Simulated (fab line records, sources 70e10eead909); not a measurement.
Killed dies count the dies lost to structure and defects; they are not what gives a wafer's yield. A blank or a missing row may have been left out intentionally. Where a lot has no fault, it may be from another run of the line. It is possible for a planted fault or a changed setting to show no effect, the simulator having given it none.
fab line records | flow nand-harc | part 2 of 2: steps 5 to 6 of 6
[record] lots = 22 | wafers = 66 | last-day = 24
route steps=1159 shown A_CHANNEL_HOLE_D1@474 A_CHANNEL_FILL_D1@509 A_STAIRCASE@551
lots that met no fault: taken from a fault-free run of the same line
start-h: hours from the record's opening day to when the first of the lot's shown wafers began | wait-h: hours elapsed since this lot's preceding step | " unchanged from the row above | L1.1+2: one row covering several wafers at once | - either no value or no given start | * or withheld: withheld | < > ~ a bound
route shown NAME@n: NAME is a module with steps in the file, n the number in the route of the first one | usual: mean and standard deviation over wafers with no fault | same: alike in all rows | chamber/n: place in a boat | sites: the reading at each site | _std_site: how widely they spread, as a standard deviation | _edge_site: mean of outer sites minus mean of inner sites | radius-mm: for every site, how far away it sits from the centre of the wafer | mask NAME#n: copy n | behind: the tool/chamber that last shaped the wafer | hold: what put the lot on hold/how long, in hours/how the hold closed | device: names the non-switching transistor (n, p or np) | end of line: at the end of the route, the tests of the same wafers | step lacking rows: just its recipe | killed: the dies lost at the first sort to structure and to defects; this is not the yield of the wafer | map: a wafer's dies, x killed, . not, _ none there
set.NAME: the setting that was run; set.NAME@STEP: the one run at that earlier step | model.NAME: the simulator's own value behind a step, which no gauge read
route steps across a sampled set of lots; one table per step, one row per wafer
services: from which hour (start-h, from the record's first day; less than 0 if before it) a tool's chamber was out of use, for how many hours, and why
[[steps]]
[step NHARC_A_STAIRCASE_ETCH_15]
[recipe] target-depth-a = 1000 | time-s = 40.5 | ion-energy-ev = 400 | c4f8-flow-sccm = 20 | o2-flow-sccm = 10 | ar-flow-sccm = withheld | rf-w = 600 | bias-w = 1000 | chemistry = C4F8/O2
[usual] oes-product-au = 0.939/0.012 | rf-vpp-V = 897/6.2
lot.wafer | tool        | chamber | start-h | wait-h | oes-product-au | rf-hours-counter-h | rf-vpp-V
L076.3    | rie-diel-03 | 3       | -       | -      | 0.925          | 6                  | 906
L076.2    | "           | 0       | "       | "      | 0.927          | 7                  | 895
L076.6    | "           | 0       | "       | "      | 0.925          | -                  | 895
L077.3    | rie-diel-06 | 2       | -       | -      | 0.945          | 0                  | 906
L077.2    | "           | 0       | "       | "      | 0.947          | 0                  | 892
L077.5    | "           | 2       | "       | "      | 0.950          | -                  | 905
L074.2    | rie-diel-03 | 0       | -       | -      | 0.919          | 8                  | 893
L074.4    | "           | 2       | "       | "      | 0.927          | 9                  | 902
L074.6    | "           | 0       | "       | "      | 0.924          | -                  | 894
L078.3    | rie-diel-03 | 2       | -       | -      | 0.918          | 13                 | 900
L078.2    | "           | 0       | "       | "      | 0.922          | 11                 | 895
L078.5    | "           | 2       | "       | "      | 0.930          | -                  | 901
L080.2    | rie-diel-13 | 0       | -       | -      | 0.924          | 55                 | 900
L080.5    | "           | 1       | "       | "      | 0.937          | -                  | 897
L080.6    | "           | 2       | "       | "      | 0.926          | -                  | 887
L079.3    | rie-diel-03 | 2       | -       | -      | 0.938          | 15                 | 901
L079.4    | "           | 0       | "       | "      | 0.925          | 12                 | 894
L079.5    | "           | 1       | "       | "      | 0.950          | -                  | 899
L082.2    | rie-diel-06 | 1       | -       | -      | 0.925          | 11                 | 892
L082.3    | "           | 3       | "       | "      | 0.935          | 6                  | 890
L082.6    | "           | 0       | "       | "      | 0.909          | -                  | 891
L081.2    | rie-diel-13 | 0       | -       | -      | 0.931          | 62                 | 900
L081.4    | "           | 2       | "       | "      | 0.934          | 59                 | 887
L081.6    | "           | 0       | "       | "      | 0.943          | -                  | 901
L083.3    | rie-diel-03 | 0       | -       | -      | 0.922          | 27                 | 894
L083.1    | "           | 1       | "       | "      | 0.945          | 28                 | 898
L083.2    | "           | 2       | "       | "      | 0.919          | 28                 | 900
L085.3    | rie-diel-13 | 3       | -       | -      | 0.951          | 5                  | 905
L085.4    | "           | 1       | "       | "      | 0.960          | 4                  | 897
L085.2    | "           | 2       | "       | "      | 0.947          | 3                  | 886
L084.3    | rie-diel-06 | 0       | -       | -      | 0.931          | 22                 | 891
L084.4    | "           | 1       | "       | "      | 0.952          | 21                 | 893
L084.5    | "           | 3       | "       | "      | 0.943          | -                  | 890
L087.1    | rie-diel-03 | 3       | -       | -      | 0.930          | 31                 | 903
L087.3    | "           | 0       | "       | "      | 0.920          | 32                 | 893
L087.6    | "           | 2       | "       | "      | 0.939          | -                  | 899
L086.4    | rie-diel-13 | 0       | -       | -      | 0.923          | 6                  | 901
L086.3    | "           | 1       | "       | "      | 0.927          | 6                  | 898
L086.1    | "           | 2       | "       | "      | 0.928          | 5                  | 886
L088.2    | rie-diel-13 | 2       | -       | -      | 0.931          | 8                  | 888
L088.5    | "           | 2       | "       | "      | 0.934          | -                  | 889
L088.6    | "           | 3       | "       | "      | 0.940          | -                  | 906
L090.2    | rie-diel-13 | 3       | -       | -      | 0.938          | 14                 | 904
L090.5    | "           | 2       | "       | "      | 0.935          | -                  | 888
L090.6    | "           | 3       | "       | "      | 0.949          | -                  | 905
L091.3    | rie-diel-06 | 1       | -       | -      | 0.955          | 34                 | 891
L091.2    | "           | 2       | "       | "      | 0.979          | 35                 | 905
L091.6    | "           | 1       | "       | "      | 0.950          | -                  | 891
L092.2    | rie-diel-13 | 2       | -       | -      | 0.945          | 14                 | 888
L092.3    | "           | 3       | "       | "      | 0.930          | 19                 | 906
L092.6    | "           | 3       | "       | "      | 0.935          | -                  | 904
L093.3    | rie-diel-13 | 0       | -       | -      | 0.952          | 20                 | 897
L093.2    | "           | 1       | "       | "      | 0.948          | 20                 | 897
L093.5    | "           | 3       | "       | "      | 0.944          | -                  | 905
L094.4    | rie-diel-03 | 0       | -       | -      | 0.938          | 47                 | 894
L094.3    | "           | 3       | "       | "      | 0.918          | 45                 | 904
L094.5    | "           | 0       | "       | "      | 0.936          | -                  | 895
L096.3    | rie-diel-03 | 2       | -       | -      | 0.939          | 53                 | 899
L096.5    | "           | 1       | "       | "      | 0.956          | -                  | 896
L096.6    | "           | 2       | "       | "      | 0.946          | -                  | 900
L095.4    | rie-diel-13 | 3       | -       | -      | 0.963          | 28                 | 907
L095.1    | "           | 0       | "       | "      | 0.931          | 26                 | 901
L095.2    | "           | 1       | "       | "      | 0.941          | 27                 | 896
L097.2    | rie-diel-06 | 0       | -       | -      | 0.947          | 51                 | 889
L097.5    | "           | 2       | "       | "      | 0.939          | -                  | 906
L097.6    | "           | 3       | "       | "      | 0.944          | -                  | 889
[step NHARC_A_STAIRCASE_TRIM_26]
[recipe] time-s = 211.2 | o2-flow-sccm = 500 | ar-flow-sccm = 0 | bias-w = 0 | chemistry = O2
[usual] drypump-motor-current-A = 5.5/0.34 | oes-product-au = 1.002/0.0081 | rf-vpp-V = 57.9/0.97 | showerhead-plenum-p-Torr = 3.53/0.18 | throttle-valve-pct = 17.036/0.0095
lot.wafer | tool        | chamber | start-h | wait-h | drypump-motor-current-A | oes-product-au | rf-hours-counter-h | rf-vpp-V | showerhead-plenum-p-Torr | throttle-valve-pct
L076.2    | rie-diel-03 | 0       | -       | -      | 5.5                     | 0.980          | 7                  | 58.1     | 3.49                     | 17.029
L076.3    | "           | 2       | "       | "      | 4.7                     | 0.997          | 8                  | 57.4     | 3.66                     | 17.040
L076.6    | "           | 0       | "       | "      | 5.5                     | 0.989          | -                  | 57.0     | 3.49                     | 17.035
L077.2    | rie-diel-13 | 0       | -       | -      | 5.3                     | 1.001          | 51                 | 58.9     | 3.65                     | 17.051
L077.3    | "           | 2       | "       | "      | 5.5                     | 1.005          | 50                 | 58.0     | 3.31                     | 17.031
L077.5    | "           | 0       | "       | "      | 5.4                     | 1.003          | -                  | 58.0     | 3.65                     | 17.038
L074.4    | rie-diel-06 | 1       | -       | -      | 5.0                     | 1.003          | 1                  | 56.9     | 3.44                     | 17.029
L074.2    | "           | 0       | "       | "      | 5.7                     | 1.002          | 1                  | 57.1     | 3.37                     | 17.040
L074.6    | "           | 1       | "       | "      | 5.0                     | 1.008          | -                  | 55.8     | 3.44                     | 17.030
L078.3    | rie-diel-03 | 1       | -       | -      | 6.3                     | 1.015          | 15                 | 57.2     | 3.61                     | 17.043
L078.2    | "           | 2       | "       | "      | 4.7                     | 1.001          | 14                 | 58.3     | 3.65                     | 17.041
L078.5    | "           | 2       | "       | "      | 4.7                     | 1.002          | -                  | 59.1     | 3.65                     | 17.015
L080.2    | rie-diel-06 | 0       | -       | -      | 5.7                     | 0.990          | 5                  | 56.8     | 3.36                     | 17.039
L080.6    | "           | 3       | "       | "      | 6.1                     | 0.996          | -                  | 58.4     | 3.36                     | 17.032
L080.5    | "           | 0       | "       | "      | 5.6                     | 0.990          | -                  | 56.3     | 3.36                     | 17.032
L079.4    | rie-diel-03 | 0       | -       | -      | 5.5                     | 0.994          | 13                 | 57.6     | 3.48                     | 17.041
L079.3    | "           | 3       | "       | "      | 5.5                     | 0.989          | 13                 | 57.2     | 3.80                     | 17.020
L079.5    | "           | 0       | "       | "      | 5.6                     | 0.994          | -                  | 56.8     | 3.48                     | 17.022
L081.2    | rie-diel-13 | 1       | -       | -      | 5.4                     | 1.005          | 55                 | 58.1     | 3.57                     | 17.039
L081.4    | "           | 2       | "       | "      | 5.5                     | 1.003          | 59                 | 56.4     | 3.31                     | 17.035
L081.6    | "           | 1       | "       | "      | 5.4                     | 1.006          | -                  | 59.0     | 3.57                     | 17.034
L082.3    | rie-diel-06 | 3       | -       | -      | 6.1                     | 1.009          | 7                  | 57.6     | 3.35                     | 17.025
L082.2    | "           | 1       | "       | "      | 5.0                     | 1.011          | 12                 | 57.1     | 3.43                     | 17.028
L082.6    | "           | 0       | "       | "      | 5.7                     | 0.993          | -                  | 58.8     | 3.36                     | 17.052
L083.3    | rie-diel-06 | 2       | -       | -      | 5.6                     | 1.004          | 18                 | 60.7     | 3.80                     | 17.040
L083.1    | "           | 3       | "       | "      | 6.1                     | 1.007          | 14                 | 56.0     | 3.35                     | 17.044
L083.2    | "           | 0       | "       | "      | 5.7                     | 1.001          | 21                 | 56.7     | 3.36                     | 17.045
L085.2    | rie-diel-13 | 3       | -       | -      | 5.8                     | 1.010          | 5                  | 58.9     | 3.81                     | 17.053
L085.3    | "           | 0       | "       | "      | 5.4                     | 1.007          | 4                  | 58.6     | 3.64                     | 17.048
L085.4    | "           | 1       | "       | "      | 5.4                     | 1.003          | 5                  | 57.9     | 3.57                     | 17.035
L084.4    | rie-diel-13 | 0       | -       | -      | 5.4                     | 1.008          | 5                  | 58.2     | 3.64                     | 17.040
L084.3    | "           | 2       | "       | "      | 5.5                     | 0.991          | 4                  | 57.1     | 3.30                     | 17.033
L084.5    | "           | 1       | "       | "      | 5.4                     | 1.011          | -                  | 57.4     | 3.57                     | 17.040
L087.3    | rie-diel-06 | 1       | -       | -      | 5.0                     | 1.016          | 23                 | 57.0     | 3.43                     | 17.032
L087.1    | "           | 0       | "       | "      | 5.7                     | 0.994          | 25                 | 56.9     | 3.35                     | 17.039
L087.6    | "           | 1       | "       | "      | 5.0                     | 1.003          | -                  | 57.8     | 3.43                     | 17.035
L086.4    | rie-diel-13 | 1       | -       | -      | 5.4                     | 1.005          | 7                  | 58.1     | 3.57                     | 17.034
L086.1    | "           | 2       | "       | "      | 5.5                     | 0.993          | 5                  | 57.1     | 3.30                     | 17.042
L086.3    | "           | 3       | "       | "      | 5.8                     | 0.997          | 7                  | 57.8     | 3.80                     | 17.034
L088.2    | rie-diel-13 | 1       | -       | -      | 5.4                     | 1.006          | 9                  | 57.4     | 3.57                     | 17.041
L088.6    | "           | 2       | "       | "      | 5.5                     | 1.000          | -                  | 57.7     | 3.30                     | 17.039
L088.5    | "           | 3       | "       | "      | 5.8                     | 0.999          | -                  | 59.0     | 3.80                     | 17.037
L090.2    | rie-diel-13 | 3       | -       | -      | 5.8                     | 0.985          | 15                 | 58.4     | 3.80                     | 17.033
L090.5    | "           | 1       | "       | "      | 5.4                     | 1.006          | -                  | 57.5     | 3.56                     | 17.049
L090.6    | "           | 2       | "       | "      | 5.5                     | 0.992          | -                  | 58.6     | 3.30                     | 17.035
L091.3    | rie-diel-13 | 1       | -       | -      | 5.4                     | 1.002          | 17                 | 57.6     | 3.56                     | 17.048
L091.2    | "           | 0       | "       | "      | 5.3                     | 1.004          | 18                 | 58.5     | 3.63                     | 17.034
L091.6    | "           | 1       | "       | "      | 5.4                     | 1.012          | -                  | 57.8     | 3.56                     | 17.056
L092.2    | rie-diel-13 | 1       | -       | -      | 5.4                     | 1.007          | 18                 | 59.7     | 3.56                     | 17.031
L092.3    | "           | 3       | "       | "      | 5.8                     | 1.006          | 20                 | 58.5     | 3.80                     | 17.021
L092.6    | "           | 2       | "       | "      | 5.5                     | 1.003          | -                  | 57.0     | 3.30                     | 17.045
L093.3    | rie-diel-13 | 0       | -       | -      | 5.3                     | 1.002          | 21                 | 59.0     | 3.63                     | 17.045
L093.2    | "           | 1       | "       | "      | 5.4                     | 1.011          | 20                 | 57.8     | 3.56                     | 17.035
L093.5    | "           | 1       | "       | "      | 5.4                     | 1.003          | -                  | 57.2     | 3.56                     | 17.030
L094.3    | rie-diel-03 | 3       | -       | -      | 5.5                     | 1.002          | 45                 | 59.2     | 3.78                     | 17.027
L094.4    | "           | 0       | "       | "      | 5.5                     | 1.000          | 48                 | 59.2     | 3.47                     | 17.042
L094.5    | "           | 1       | "       | "      | 6.3                     | 1.012          | -                  | 58.4     | 3.59                     | 17.047
L096.3    | rie-diel-13 | 3       | -       | -      | 5.8                     | 1.000          | 27                 | 60.0     | 3.79                     | 17.026
L096.6    | "           | 1       | "       | "      | 5.4                     | 0.998          | -                  | 58.1     | 3.56                     | 17.034
L096.5    | "           | 2       | "       | "      | 5.5                     | 1.001          | -                  | 55.9     | 3.29                     | 17.041
L095.2    | rie-diel-13 | 0       | -       | -      | 5.4                     | 0.994          | 27                 | 57.4     | 3.62                     | 17.024
L095.1    | "           | 2       | "       | "      | 5.5                     | 0.993          | 24                 | 58.7     | 3.29                     | 17.016
L095.4    | "           | 3       | "       | "      | 5.8                     | 1.007          | 28                 | 58.5     | 3.79                     | 17.034
L097.2    | rie-diel-06 | 3       | -       | -      | 6.1                     | 0.999          | 49                 | 56.8     | 3.33                     | 17.051
L097.5    | "           | 1       | "       | "      | 5.0                     | 1.006          | -                  | 57.9     | 3.41                     | 17.034
L097.6    | "           | 2       | "       | "      | 5.6                     | 0.996          | -                  | 57.5     | 3.78                     | 17.038
[[services]]
tool        | chamber | start-h | hours | kind
rie-diel-05 | 0       | 162.79  | 7.2   | repair
rie-diel-05 | -       | 163.60  | 9.0   | pm
rie-diel-13 | 1       | 165.26  | 10.3  | repair
rie-diel-11 | -       | 189.50  | 9.0   | pm
rie-diel-06 | -       | 209.21  | 0.9   | repair
rie-diel-06 | 3       | 214.06  | 39.4  | repair
rie-diel-03 | -       | 215.83  | 9.0   | pm
rie-diel-06 | -       | 241.51  | 9.0   | pm
rie-diel-11 | 2       | 262.22  | 11.2  | repair
rie-diel-06 | 3       | 263.77  | 7.5   | repair
rie-diel-13 | -       | 270.66  | 0.1   | repair
rie-diel-05 | 2       | 275.86  | 7.7   | repair
rie-diel-13 | -       | 276.05  | 9.0   | pm
rie-diel-11 | 2       | 287.68  | 3.9   | repair
rie-diel-06 | 2       | 288.44  | 2.8   | repair
rie-diel-13 | 2       | 288.70  | 9.7   | repair
xsem-02     | -       | 302.00  | 14.0  | pm
rie-diel-05 | 3       | 303.72  | 45.9  | repair
rie-diel-13 | 2       | 316.71  | 5.8   | repair
rie-diel-05 | 1       | 323.40  | 3.9   | repair
rie-diel-13 | -       | 339.31  | 0.8   | repair
rie-diel-05 | -       | 340.61  | 9.0   | pm
rie-diel-03 | 1       | 370.70  | 3.7   | repair
rie-diel-03 | 2       | 373.90  | 5.3   | repair
